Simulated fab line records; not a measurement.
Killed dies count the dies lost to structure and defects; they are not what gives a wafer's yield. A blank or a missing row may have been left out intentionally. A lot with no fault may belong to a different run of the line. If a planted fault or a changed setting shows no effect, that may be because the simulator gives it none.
Problem report, 8D (eight disciplines) form, completed by code || flow n5 finfet || the parts of the form that need people (team, actions taken, sign-off) are left out

1. WHAT IS WRONG
At N5_BEOL_M14_COAT_65, spin speed rpm averages 1626.3 rpm over 6 wafers from 2 lots, while fault-free wafers read 1500.0 rpm, standard deviation 0.95. So: +99 or more standard deviations from the usual mean.
The step: time 60 s, resist thk 450 nm.
First observed at day 15 16:58: wafer L427.2, on litho track-02. The record has a number at this step for 33 wafers belonging to 11 lots. Rule for "out", or "out of limits": more than 4 standard deviations from the usual mean. Any other wafer with a number is counted as sound.

2. WHAT IT IS; WHAT IT IS NOT
{"question": "which readings at this step", "is": "spin speed rpm", "is not": "-"}
{"question": "which lots", "is": "L427, L432", "is not": "L409, L410, L414, L415, L418, L419, L420, L422, L425"}
{"question": "which wafers of those lots", "is": "all that have a number", "is not": "-"}
{"question": "read on which tools", "is": "litho track-02", "is not": "litho track-05"}
{"question": "when", "is": "from day 15 16:58", "is not": "up to then (27 sound wafers)"}

3. THE SUSPECTS, EACH WITH WHAT RULES IT OUT
Counting: a tool at a process step up to the reading stays a suspect if it ran every lot that is out and no sound lot after the first of them.
- rie diel-03 at N5_BEOL_M14_DESCUM_15 (chemistry O2, time 7.9 s): kept. Every lot that is out went through it, starting with L427 (day 15 16:30), and after that it ran no sound lot; the last sound lot it ran before then is L425 (day 15 09:20).
- rie diel-03 at N5_BEOL_M14_VIA_ETCH_16 (etches SiO2 in C4F8/O2/Ar, target depth 1231.3 nm): kept. Every lot that is out went through it, starting with L427 (day 15 16:35), and after that it ran no sound lot; the last sound lot it ran before then is L425 (day 15 09:25).
- litho track-02 at N5_BEOL_M14_COAT_65 (time 60 s, resist thk 450 nm): kept. Every lot that is out went through it, starting with L427 (day 15 16:58), and after that it ran no sound lot; the last sound lot it ran before then is L425 (day 15 09:48). On those wafers its own readings are out: spin speed rpm.
The count leaves rie diel-03 at N5_BEOL_M14_DESCUM_15, rie diel-03 at N5_BEOL_M14_VIA_ETCH_16, and litho track-02 at N5_BEOL_M14_COAT_65.

4. THE CAUSE (what the simulator had put in)
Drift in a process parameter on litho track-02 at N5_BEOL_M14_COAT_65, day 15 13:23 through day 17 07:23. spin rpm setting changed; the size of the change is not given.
Counting left 3 suspects, and this tool is among them.

5. THE CHAIN OF EFFECTS, in route order
Each row: a reading whose mean over the struck wafers that have a number lies more than 3 standard deviations from the usual. Only readings for which the record gives a usual standard deviation are gone through. hours: the time from each lot's start at the first step in this table that gives one to its start at this step, as a median over the lots. sigmas: the change in usual standard deviations.
{"hours": 0, "step": "N5_BEOL_M14_COAT_65", "reading": "spin speed rpm", "usual": "1500.0 rpm", "on struck wafers": 1626.3, "change": "+126.3", "sigmas": "+99 or more"}
Its process steps:
- N5_BEOL_M14_COAT_65: time 60 s, resist thk 450 nm.

6. WHAT WOULD HAVE CAUGHT IT SOONER
In this record the first reading out of limits was taken at day 15 16:58, 4 hours after the fault began at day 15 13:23.
